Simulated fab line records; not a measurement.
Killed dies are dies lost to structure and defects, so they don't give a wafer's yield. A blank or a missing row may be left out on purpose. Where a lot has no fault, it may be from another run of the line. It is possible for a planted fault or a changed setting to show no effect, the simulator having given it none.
Split-lot experiment | flow n5 finfet | route with 1938 steps; 7 lots, 21 wafers read

== ABOUT THE SPLIT ==
At N5_WELL_APT_COAT_19 (resist thk 950 nm), the setting spin rpm was moved away from the recipe's 1357 rpm on 7 of the 21 wafers read, by -9.1% to +5.7%. The other wafers ran this setting at the recipe's value.

Reading taken at the split's own step.

== THE READING ==
coat_of_WELL_APT_COAT_19.thk nm (the simulator's own value, which no gauge read), in nm, at N5_WELL_APT_COAT_19 (resist thk 950 nm). The file gives no usual value for it. Average 949.4 nm, standard deviation 3.4 nm, over the 14 wafers here run with the recipe.

wafer  | tool, chamber at the split | spin rpm as run, rpm | against the recipe | coat_of_WELL_APT_COAT_19.thk nm, nm | against lot-mates on the recipe
L078.4 | litho track-03, 0          | 1427                 | +5.2%              | 925.9                               | -27.8
L078.5 | litho track-03, 0          | 1427                 | +5.2%              | 929.4                               | -24.3
L078.6 | litho track-03, 0          | 1357                 | recipe             | 953.7                               | -
L082.1 | litho track-02, 0          | 1357                 | recipe             | 942.3                               | -
L082.3 | litho track-02, 0          | 1357                 | recipe             | 946.4                               | -
L082.4 | litho track-02, 0          | 1357                 | recipe             | 945.1                               | -
L083.1 | litho track-03, 0          | 1357                 | recipe             | 952.9                               | -
L083.4 | litho track-03, 0          | 1357                 | recipe             | 953.6                               | -
L083.5 | litho track-03, 0          | 1357                 | recipe             | 952                                 | -
L086.2 | litho track-02, 0          | 1357                 | recipe             | 950                                 | -
L086.5 | litho track-02, 0          | 1357                 | recipe             | 948                                 | -
L086.6 | litho track-02, 0          | 1357                 | recipe             | 947.5                               | -
L091.4 | litho track-03, 0          | 1357                 | recipe             | 954                                 | -
L091.5 | litho track-03, 0          | 1248                 | -8.0%              | 992.6                               | +38.6
L091.6 | litho track-03, 0          | 1248                 | -8.0%              | 994.1                               | +40.1
L095.2 | litho track-03, 0          | 1357                 | recipe             | 949.3                               | -
L095.3 | litho track-03, 0          | 1357                 | recipe             | 948.6                               | -
L095.6 | litho track-03, 0          | 1434                 | +5.7%              | 923.4                               | -25.6
L097.1 | litho track-03, 0          | 1357                 | recipe             | 947.8                               | -
L097.2 | litho track-03, 0          | 1233                 | -9.1%              | 995.4                               | +47.6
L097.6 | litho track-03, 0          | 1233                 | -9.1%              | 996.1                               | +48.3

THE FIT
A straight line over all 21 wafers: coat_of_WELL_APT_COAT_19.thk nm changes by -5 nm for each +1% of spin rpm; r = -0.99; the points scatter about the line by 3.4 nm.
The same after taking each lot's own level away (the mean of its wafers on the recipe; 21 wafers): -5.03 nm for each +1%; r = -1.00; scatter 1.4 nm.
According to that fit, moving spin rpm by its largest amount changes the reading by 46 nm.
Measured against the standard deviation above, the lots' own levels, which go from 944.60 to 954.00 nm, span 2.8 times it.
Consequently the slope shifts little with the lot-to-lot level, the two slopes agreeing.
Check: for one of the wafers moved furthest among these (-9.1%), held out of the fit, the line's prediction against its lot-mates is +45.7 nm. It came out at +47.6 nm against them.

== OTHER SPLITS ON THESE WAFERS ==
Before the reading, these wafers also passed through other splits. Each is held against what the fit with the lots' levels taken away leaves over:
other split on the same wafers | wafers away from the commonest value | r with coat_of_WELL_APT_COAT_19.thk nm (lot level and that fit taken away)
N5_WELL_APT_EXPOSE_05 dose mj  | 6                                    | +0.23

== FILE'S OWN FIT ==
coat_of_WELL_APT_COAT_19.thk nm changes by -5 nm for each +1% of spin rpm, r = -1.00.
